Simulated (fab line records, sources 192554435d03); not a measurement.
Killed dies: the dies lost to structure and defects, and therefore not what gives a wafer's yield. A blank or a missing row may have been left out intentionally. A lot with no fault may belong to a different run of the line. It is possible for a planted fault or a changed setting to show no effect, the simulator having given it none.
fab line records | flow n5Finfet
[record] lots = 10 | wafers = 30 | lastDay = 18
route steps=1938 shown BEOL_M5@1182 BEOL_M6@1197
lots that met no fault: from a run of the same line without faults
startH: hours from the record's first day to the start of the lot's first wafer shown | waitH: hours since the lot's step before | " the same as in the row above | L1.1+2: one row covering several wafers at once | - either no value or no given start | * or withheld: withheld | < > ~ a bound
route shown NAME@n: names a module that has steps shown in the file, with the first one's number in the route | usual: the fault-free wafers' mean and standard deviation | same: alike in all rows | chamber/n: place in a boat | sites: the reading at each site | _std_site: the values' standard deviation | _edge_site: inner sites' mean taken away from outer sites' mean | radiusMm: for every site, how far away it sits from the centre of the wafer | mask NAME#n: copy n | behind: the tool/chamber that last shaped the wafer | hold: cause of the lot's hold/its duration in hours/its outcome | device: names the non-switching transistor (n, p or np) | end of line: tests of these same wafers at the route's end | a step without rows: its recipe alone | killed: the dies lost at the first sort to structure and to defects; this is not the yield of the wafer | map: a wafer's dies, marking killed ones x, the rest . and places with no die _
set.NAME: the setting the step ran with; set.NAME@STEP: the setting that earlier step ran with | model.NAME: the simulator's own value behind a step, which no gauge read
the route's steps for a sample of lots (tables are steps, rows are wafers)
services: a tool's chamber out of use, with start hour (startH, from the record's first day; less than 0 if before it), hours out, and reason
[[steps]]
[step N5_BEOL_M5_ANNEAL_89]
[recipe] tempC = 400 | timeS = 1800 | ambient = vacuum
[usual] heaterPowerW = 809/66
lot.wafer | tool          | chamber | startH | waitH | heaterPowerW
L683.1    | pvdSputter-02 | -       | 198.64 | 0.0   | 703
L683.2    | "             | -       | "      | "     | 920
L683.6    | "             | -       | "      | "     | 775
L682.3    | pvdSputter-02 | -       | 203.34 | 0.0   | 767
L682.5    | "             | -       | "      | "     | 917
L682.6    | "             | -       | "      | "     | 800
L685.2    | pvdSputter-01 | -       | 223.66 | 0.0   | 869
L685.5    | "             | -       | "      | "     | 794
L685.6    | "             | -       | "      | "     | 857
L687.2    | pvdSputter-01 | -       | 229.12 | 0.0   | 843
L687.3    | "             | -       | "      | "     | 787
L687.4    | "             | -       | "      | "     | 758
L691.3    | pvdSputter-01 | -       | 234.86 | 0.0   | 753
L691.5    | "             | -       | "      | "     | 742
L691.6    | "             | -       | "      | "     | 805
L690.1    | pvdSputter-01 | -       | 266.68 | 0.0   | 806
L690.3    | "             | -       | "      | "     | 860
L690.4    | "             | -       | "      | "     | 767
L695.1    | pvdSputter-01 | -       | 288.56 | 0.0   | 859
L695.3    | "             | -       | "      | "     | 799
L695.6    | "             | -       | "      | "     | 738
L699.1    | pvdSputter-03 | -       | 303.06 | 0.0   | 751
L699.2    | "             | -       | "      | "     | 911
L699.3    | "             | -       | "      | "     | 844
L704.1    | pvdSputter-02 | -       | 343.48 | 0.0   | 719
L704.2    | "             | -       | "      | "     | 771
L704.4    | "             | -       | "      | "     | 946
L705.2    | pvdSputter-01 | -       | 344.86 | 0.0   | 776
L705.3    | "             | -       | "      | "     | 776
L705.5    | "             | -       | "      | "     | 851
[step N5_BEOL_M5_PRE_CLEAN_77]
[recipe] gas = NH3/H2 | timeS = 15 | tempC = * | rfPowerW = 300
[usual] heaterPowerW = 83/9.5
lot.wafer | tool     | chamber | startH | waitH | heaterPowerW
L683.1    | cvdCo-02 | 1       | 200.56 | 0.1   | 62
L683.2    | "        | 2       | "      | "     | 91
L683.6    | "        | 0       | "      | "     | 87
L682.3    | cvdCo-01 | 1       | 205.18 | 0.0   | 89
L682.5    | "        | 0       | "      | "     | 83
L682.6    | "        | 2       | "      | "     | 88
L685.2    | cvdCo-02 | 1       | 225.77 | 0.0   | 63
L685.5    | "        | 1       | "      | "     | 62
L685.6    | "        | 0       | "      | "     | 85
L687.2    | cvdCo-02 | 2       | 230.98 | 0.0   | 89
L687.3    | "        | 1       | "      | "     | 62
L687.4    | "        | 1       | "      | "     | 64
L691.3    | cvdCo-02 | 1       | 237.23 | 0.0   | 64
L691.5    | "        | 1       | "      | "     | 63
L691.6    | "        | 2       | "      | "     | 89
L690.1    | cvdCo-01 | 2       | 268.52 | 0.0   | 89
L690.3    | "        | 1       | "      | "     | 88
L690.4    | "        | 2       | "      | "     | 90
L695.1    | cvdCo-02 | 0       | 290.45 | 0.1   | 87
L695.3    | "        | 1       | "      | "     | 63
L695.6    | "        | 2       | "      | "     | 88
L699.1    | cvdCo-01 | 0       | 304.98 | 0.1   | 84
L699.2    | "        | 2       | "      | "     | 90
L699.3    | "        | 1       | "      | "     | 86
L704.1    | cvdCo-02 | 0       | 345.32 | 0.0   | 88
L704.2    | "        | 2       | "      | "     | 88
L704.4    | "        | 2       | "      | "     | 87
L705.2    | cvdCo-02 | 1       | 347.49 | 0.0   | 63
L705.3    | "        | 0       | "      | "     | 90
L705.5    | "        | 2       | "      | "     | 89
[step N5_BEOL_M5_DEP_56]
[recipe] material = SiCN | targetThkA = 80 | tempC = withheld | precursor = 3MS/NH3 | pressureTorr = 3 | rfW = 202 | timeS = 14
[usual] showerheadPlenumPTorr = 3.665/0.015 | throttleValvePct = 9.1/0.46
lot.wafer | tool     | chamber | startH | waitH | showerheadPlenumPTorr | throttleValvePct
L683.1    | pecvd-02 | 2       | 200.73 | 0.0   | 3.666                 | 9.6
L683.2    | "        | 0       | "      | "     | 3.677                 | 8.9
L683.6    | "        | 0       | "      | "     | 3.683                 | 8.8
L682.3    | pecvd-04 | 2       | 205.34 | 0.0   | 3.648                 | 8.3
L682.5    | "        | 2       | "      | "     | 3.648                 | 8.3
L682.6    | "        | 1       | "      | "     | 3.652                 | 9.0
L685.2    | pecvd-04 | 1       | 225.92 | 0.0   | 3.666                 | 9.0
L685.5    | "        | 2       | "      | "     | 3.647                 | 8.4
L685.6    | "        | 1       | "      | "     | 3.662                 | 8.9
L687.2    | pecvd-04 | 0       | 231.13 | 0.0   | 3.691                 | 8.7
L687.3    | "        | 1       | "      | "     | 3.659                 | 9.1
L687.4    | "        | 1       | "      | "     | 3.659                 | 9.2
L691.3    | pecvd-03 | 1       | 237.42 | 0.0   | 3.641                 | 9.6
L691.5    | "        | 0       | "      | "     | 3.678                 | 9.8
L691.6    | "        | 1       | "      | "     | 3.638                 | 9.5
L690.1    | pecvd-04 | 1       | 268.67 | 0.0   | 3.656                 | 9.1
L690.3    | "        | 0       | "      | "     | 3.681                 | 8.9
L690.4    | "        | 0       | "      | "     | 3.667                 | 9.0
L695.1    | pecvd-02 | 2       | 290.60 | 0.0   | 3.657                 | 8.5
L695.3    | "        | 1       | "      | "     | 3.677                 | 9.6
L695.6    | "        | 1       | "      | "     | 3.670                 | 9.6
L699.1    | pecvd-02 | 0       | 305.14 | 0.0   | 3.678                 | 9.1
L699.2    | "        | 1       | "      | "     | 3.668                 | 9.6
L699.3    | "        | 2       | "      | "     | 3.671                 | 8.6
L704.1    | pecvd-04 | 2       | 345.47 | 0.0   | 3.648                 | 8.5
L704.2    | "        | 0       | "      | "     | 3.684                 | 9.0
L704.4    | "        | 1       | "      | "     | 3.650                 | 9.4
L705.2    | pecvd-04 | 1       | 347.64 | 0.0   | 3.654                 | 8.9
L705.3    | "        | 0       | "      | "     | 3.673                 | 9.1
L705.5    | "        | 1       | "      | "     | 3.658                 | 9.0
[step N5_BEOL_M6_PECVD_70]
[recipe] material = SiO2 | targetThkA = 200 | tempC = 400 | precursor = TEOS/O2 | pressureTorr = 5.5 | rfW = 450 | teosFlowSccm = 53.8 | gas = O2 | flowSccm = 3000 | timeS = 22.7
[usual] heaterPowerW = 789/120 | showerheadPlenumPTorr = 8.78/0.073 | throttleValvePct = 22.8/1.7
lot.wafer | tool     | chamber | startH | waitH | heaterPowerW | showerheadPlenumPTorr | throttleValvePct
L683.1    | pecvd-01 | 1       | 201.96 | 0.0   | 744          | 8.84                  | 22.1
L683.2    | "        | 2       | "      | "     | 705          | 8.77                  | 22.1
L683.6    | "        | 1       | "      | "     | 749          | 8.85                  | 21.9
L682.3    | pecvd-04 | 2       | 206.56 | 0.0   | 689          | 8.69                  | 20.9
L682.5    | "        | 1       | "      | "     | 788          | 8.75                  | 22.7
L682.6    | "        | 2       | "      | "     | 687          | 8.72                  | 20.9
L685.2    | pecvd-01 | 1       | 226.67 | 0.0   | 795          | 8.84                  | 22.0
L685.5    | "        | 1       | "      | "     | 812          | 8.83                  | 22.0
L685.6    | "        | 2       | "      | "     | 619          | 8.80                  | 22.3
L687.2    | pecvd-03 | 2       | 232.73 | 0.0   | 647          | 8.83                  | 21.4
L687.3    | "        | 0       | "      | "     | 811          | 8.88                  | 23.9
L687.4    | "        | 2       | "      | "     | 652          | 8.82                  | 21.6
L691.3    | pecvd-04 | 0       | 238.50 | 0.0   | 844          | 8.87                  | 22.3
L691.5    | "        | 1       | "      | "     | 708          | 8.73                  | 22.6
L691.6    | "        | 2       | "      | "     | 617          | 8.71                  | 20.8
L690.1    | pecvd-03 | 1       | 269.42 | 0.0   | 824          | 8.65                  | 23.7
L690.3    | "        | 0       | "      | "     | 949          | 8.88                  | 23.8
L690.4    | "        | 2       | "      | "     | 689          | 8.82                  | 21.5
L695.1    | pecvd-01 | 1       | 291.35 | 0.0   | 709          | 8.80                  | 22.0
L695.3    | "        | 2       | "      | "     | 716          | 8.78                  | 22.3
L695.6    | "        | 1       | "      | "     | 700          | 8.86                  | 22.0
L695.1    | pecvd-01 | 1       | 291.69 | 0.3   | 693          | 8.85                  | 21.7
L695.3    | "        | 2       | "      | "     | 710          | 8.77                  | 22.1
L695.6    | "        | 1       | "      | "     | 705          | 8.84                  | 21.6
L699.1    | pecvd-04 | 2       | 305.88 | 0.0   | 737          | 8.70                  | 20.5
L699.2    | "        | 0       | "      | "     | 843          | 8.88                  | 22.5
L699.3    | "        | 1       | "      | "     | 723          | 8.78                  | 22.4
L699.1    | pecvd-04 | 2       | 306.12 | 0.2   | 743          | 8.74                  | 20.9
L699.2    | "        | 0       | "      | "     | 863          | 8.87                  | 22.2
L699.3    | "        | 1       | "      | "     | 747          | 8.74                  | 22.4
L704.1    | pecvd-03 | 0       | 346.24 | 0.0   | 928          | 8.85                  | 24.0
L704.2    | "        | 2       | "      | "     | 698          | 8.84                  | 22.0
L704.4    | "        | 0       | "      | "     | 931          | 8.87                  | 24.1
L705.2    | pecvd-04 | 2       | 348.40 | 0.0   | 681          | 8.73                  | 21.0
L705.3    | "        | 0       | "      | "     | 807          | 8.89                  | 22.3
L705.5    | "        | 1       | "      | "     | 786          | 8.74                  | 22.4
[step N5_BEOL_M6_CMP_52]
[recipe] stopOn = SiCOH_lowk | tOverpolishS = 6.9 | downForcePsi = 1 | platenRpm = 50 | clearingPlatenDownForcePsi = 1.5 | clearingPlatenRpm = 50 | postCmpClean = cuAlkaline | targetThkNm = 80 | clearingPlatenPadVelocityMS = 0.99484 | padVelocityMS = 0.99484
[usual] barrierFieldEndpointS = 28.6/0.73 | motorCurrentA = 6.1/0.68 | overpolishRunS = 6.901/0.0097 | retainingRingPressureFrac = 1.000/0.0043 | slurryFlowMlMin = 150.1/0.49 | timeToEndpointS = 61/3.6
lot.wafer | tool   | chamber | startH | waitH | barrierFieldEndpointS | motorCurrentA | overpolishRunS | retainingRingPressureFrac | slurryFlowMlMin | timeToEndpointS
L683.1    | cmp-03 | 3       | 209.38 | 0.3   | 29.1                  | 6.2           | 6.907          | 0.996                     | 150.3           | 58
L683.2    | "      | 0       | "      | "     | 29.0                  | 5.9           | 6.912          | 1.003                     | 150.1           | 60
L683.6    | "      | 3       | "      | "     | 29.5                  | 6.2           | 6.886          | 1.009                     | 149.8           | 60
L682.3    | cmp-04 | 3       | 212.93 | 0.3   | 28.4                  | 7.3           | 6.902          | 1.001                     | 150.3           | 57
L682.6    | "      | 3       | "      | "     | 27.9                  | 7.1           | 6.904          | 1.001                     | 150.5           | 56
L682.5    | "      | 0       | "      | "     | 29.5                  | 6.8           | 6.896          | 1.001                     | 150.4           | 67
L685.2    | cmp-03 | 1       | 235.21 | 0.2   | 28.8                  | 6.3           | 6.900          | 0.999                     | 150.5           | 63
L685.6    | "      | 0       | "      | "     | 27.9                  | 6.1           | 6.896          | 0.990                     | 150.2           | 59
L685.5    | "      | 1       | "      | "     | 28.7                  | 6.1           | 6.908          | 0.998                     | 150.8           | 61
L687.3    | cmp-03 | 1       | 238.92 | 0.2   | 28.1                  | 6.2           | 6.902          | 1.002                     | 149.6           | 58
L687.2    | "      | 2       | "      | "     | 28.1                  | 5.5           | 6.898          | 0.999                     | 150.4           | 61
L687.4    | "      | 3       | "      | "     | 27.7                  | 6.2           | 6.917          | 0.999                     | 150.9           | 61
L691.3    | cmp-04 | 2       | 244.30 | 0.3   | 29.1                  | 5.3           | 6.903          | 1.000                     | 150.3           | 66
L691.6    | "      | 3       | "      | "     | 28.5                  | 6.9           | 6.899          | 1.000                     | 150.3           | 59
L691.5    | "      | 0       | "      | "     | 29.2                  | 6.6           | 6.896          | 1.000                     | 149.8           | 64
L690.3    | cmp-04 | 3       | 273.67 | 0.2   | 27.6                  | 6.9           | 6.873          | 1.005                     | 149.5           | 57
L690.1    | "      | 0       | "      | "     | 28.7                  | 6.2           | 6.892          | 0.999                     | 150.1           | 64
L690.4    | "      | 2       | "      | "     | 28.7                  | 5.3           | 6.921          | 1.001                     | 150.2           | 66
L695.3    | cmp-02 | 1       | 298.21 | 0.2   | 46.6                  | 7.4           | 0.034          | 0.997                     | 150.0           | 62
L695.1    | "      | 2       | "      | "     | 46.6                  | 5.8           | 0.047          | 0.996                     | 149.7           | 62
L695.6    | "      | 1       | "      | "     | 46.6                  | 7.6           | 0.040          | 0.999                     | 150.4           | 61
L699.1    | cmp-02 | 2       | 313.05 | 0.3   | 46.7                  | 5.4           | 0.045          | 1.004                     | 149.8           | 60
L699.2    | "      | 3       | "      | "     | 46.6                  | 5.5           | 0.044          | 0.997                     | 149.8           | 55
L699.3    | "      | 0       | "      | "     | 46.6                  | 6.8           | 0.029          | 1.003                     | 150.2           | 56
L704.2    | cmp-04 | 1       | 352.45 | 0.3   | 27.8                  | 5.9           | 6.897          | 0.999                     | 149.6           | 58
L704.1    | "      | 2       | "      | "     | 28.5                  | 5.2           | 6.903          | 1.008                     | 149.6           | 61
L704.4    | "      | 0       | "      | "     | 29.3                  | 6.4           | 6.901          | 1.006                     | 149.4           | 62
L705.3    | cmp-04 | 0       | 356.39 | 0.2   | 29.1                  | 6.4           | 6.894          | 1.001                     | 150.0           | 64
L705.2    | "      | 2       | "      | "     | 29.0                  | 5.1           | 6.890          | 1.002                     | 150.0           | 63
L705.5    | "      | 0       | "      | "     | 29.1                  | 6.5           | 6.892          | 0.998                     | 150.0           | 61
[[services]]
tool          | chamber | startH | hours | kind
pecvd-02      | -       | 181.91 | 2.8   | pm
cmp-03        | -       | 183.05 | 3.6   | repair
pecvd-04      | 0       | 188.12 | 5.5   | scheduledDown
pecvd-04      | 2       | 193.58 | 2.1   | scheduledDown
cmp-02        | -       | 212.68 | 4.0   | pm
cmp-04        | -       | 217.00 | 5.3   | pm
cvdCo-01      | -       | 255.69 | 0.6   | repair
pecvd-01      | -       | 256.66 | 1.3   | repair
cmp-03        | -       | 263.43 | 1.4   | repair
cmp-04        | -       | 265.21 | 0.9   | repair
cmp-04        | -       | 272.46 | 1.0   | repair
cmp-03        | -       | 286.11 | 1.6   | repair
cmp-04        | -       | 293.12 | 4.0   | pm
pecvd-01      | 2       | 293.32 | 26.4  | repair
cmp-04        | -       | 297.12 | 5.5   | pm
cvdCo-02      | -       | 303.82 | 0.4   | repair
pvdSputter-01 | -       | 312.40 | 8.6   | repair
cmp-03        | -       | 312.96 | 3.8   | pm
cmp-04        | -       | 314.66 | 2.2   | repair
cmp-03        | -       | 324.97 | 5.1   | pm
cmp-04        | -       | 331.69 | 18.2  | pm
pecvd-01      | -       | 340.65 | 9.4   | repair
pecvd-04      | 2       | 349.70 | 5.5   | scheduledDown
cmp-03        | -       | 356.03 | 0.4   | repair
[[key]]
[firstSign] step = N5_BEOL_M6_PECVD_70 | reading = visit | direction = added
[effect] step = N5_BEOL_M6_CMP_52 | reading = overpolishRunS | direction = down | sigmas = 99+ | usual = 6.901 | struck = 0.040
metAt N5_BEOL_M6_PECVD_70
struckLots L695,L699
notActingAt N5_BEOL_M5_ANNEAL_89,N5_BEOL_M5_PRE_CLEAN_77,N5_BEOL_M5_DEP_56
[fault] kind = repeatedStepWhole | tool = pecvd-01,pecvd-03,pecvd-04 | chamber = - | onsetH = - | steps = N5_BEOL_M6_PECVD_70 | times = 1 | scope = struckLotsOnly
